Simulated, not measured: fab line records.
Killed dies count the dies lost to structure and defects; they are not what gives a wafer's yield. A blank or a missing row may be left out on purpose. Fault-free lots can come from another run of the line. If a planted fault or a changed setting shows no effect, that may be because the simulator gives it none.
Comparing a struck lot with a sound one || flow nand-harc || 15 steps out of a route of 1302
Sound: these wafers, L552.1, L552.3, L552.4. Wafers L561.1, L561.4, L561.6 were the ones struck. The cause comes at the end.
Each step with rows lists, per side, the tool, then ch with its chambers, then its first start. Under that, the readings that differ: sound wafers || struck wafers || difference of the means || sigmas: that difference in standard deviations of wafers without a fault.
alike: readings with means less than 2 such deviations apart, plus words and numbers identical on both sides. not compared: withheld readings, readings lacking a value on some wafer, bounds such as >300 that could conceal the same value, and numbers that have no deviation in the record and whose values overlap.
A row with sigmas, a row that says differs or no value, or rows on one side alone: a step with any of these is where the two part. Numbers that have no deviation but don't overlap get no sigmas and don't part them. A reading that every wafer of one side lacks parts them only if that side has two wafers or more.

first, 7 steps without rows for these wafers: NHARC_P_BONDPAD_COAT_36 (time 65 s); NHARC_P_BONDPAD_COAT_03 (resist thk 600 nm); NHARC_P_BONDPAD_SOFTBAKE_04 (time 70 s); NHARC_P_BONDPAD_EBR_05; NHARC_P_BONDPAD_EXPOSE_06 (exposes mask P BPAD); NHARC_P_BONDPAD_PEB_07 (peb time 80 s); NHARC_P_BONDPAD_DEVELOP_08 (time 50 s).
NHARC_P_BONDPAD_CD_MEAS_09 targets a cd of 500 nm.
  sound on cd-sem-02 ch 0, day 7 01:18; struck on cd-sem-01 ch 0, day 11 05:26
  alike: cd-nm
NHARC_P_BONDPAD_OVL_MEAS_38:
  sound on overlay-02 at day 7 01:23; struck on overlay-01 at day 11 05:31
  alike: overlay-x-nm, overlay-y-nm
then, 1 step without rows for these wafers: NHARC_P_BONDPAD_HARDBAKE_10 (time 65 s).
NHARC_P_BONDPAD_DESCUM_11: chemistry O2, time 3 s.
  sound on rie-diel-13 ch 1,2,3, day 7 01:31; struck on rie-diel-07 ch 1,2,3, day 11 05:39
  alike: drypump-motor-current-A, oes-product-au, rf-vpp-V, showerhead-plenum-p-Torr, throttle-valve-pct
  not compared: rf-hours-counter-h
NHARC_P_BONDPAD_ETCH_37: etches the open film in N2/H2, target depth 60 nm, overetch 18 nm, time 65.91 s.
  sound on rie-diel-13 ch 0,1,3, day 7 01:36; struck on rie-diel-07 ch 1,3, day 11 05:44
  alike: drypump-motor-current-A, oes-product-au, rf-vpp-V, run-length-s, showerhead-plenum-p-Torr, throttle-valve-pct
  not compared: rf-hours-counter-h
NHARC_P_BONDPAD_ETCH_12: etches the open film in CHF3/O2, target depth 200 nm, time 100 s.
  sound on rie-diel-13 ch 0,1,3, day 7 01:41; struck on rie-diel-07 ch 0,2,3, day 11 05:50
{"reading": "run-length-s (s)", "sound": "121.8 120.9 121.3", "struck": "95.7 95.9 96.0", "difference": -25.5, "sigmas": -61}
  alike: drypump-motor-current-A, oes-product-au, rf-vpp-V, showerhead-plenum-p-Torr, throttle-valve-pct
  not compared: rf-hours-counter-h
NHARC_P_BONDPAD_CD_MEAS_13:
  sound on cd-sem-03 at day 7 01:50; struck on cd-sem-01 at day 11 05:57
  alike: cd-nm
-- record jumps: 18 days between struck wafers' starts before vs after; left off in module P_BONDPAD, resumes in module END, first step shown is number 1302 of the route --
NHARC_END_SORT_01:
  sound on prober-02 ch 0, day 24 16:13; struck on prober-02 ch 0, day 29 10:58
{"reading": "defect-limited-yield (%)", "sound": "88.8 91.4 89.7", "struck": "0 0 0", "difference": -90, "sigmas": -31}
{"reading": "killed-at-periphery", "sound": "4 5 7", "struck": "637 630 635", "difference": "+629", "sigmas": "+99 or more"}
{"reading": "killed-dies", "sound": "76 58 70", "struck": "677 677 677", "difference": "+609", "sigmas": "+32"}
  alike: killed-at-array, killed-at-other, killed-open, killed-short

== WHERE THEY PART ==
First at NHARC_P_BONDPAD_ETCH_12; last, within this record, at NHARC_END_SORT_01.

WHY: what the simulator had put in
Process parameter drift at NHARC_P_BONDPAD_ETCH_12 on rie-diel-07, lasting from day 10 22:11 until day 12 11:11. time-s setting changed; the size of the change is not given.
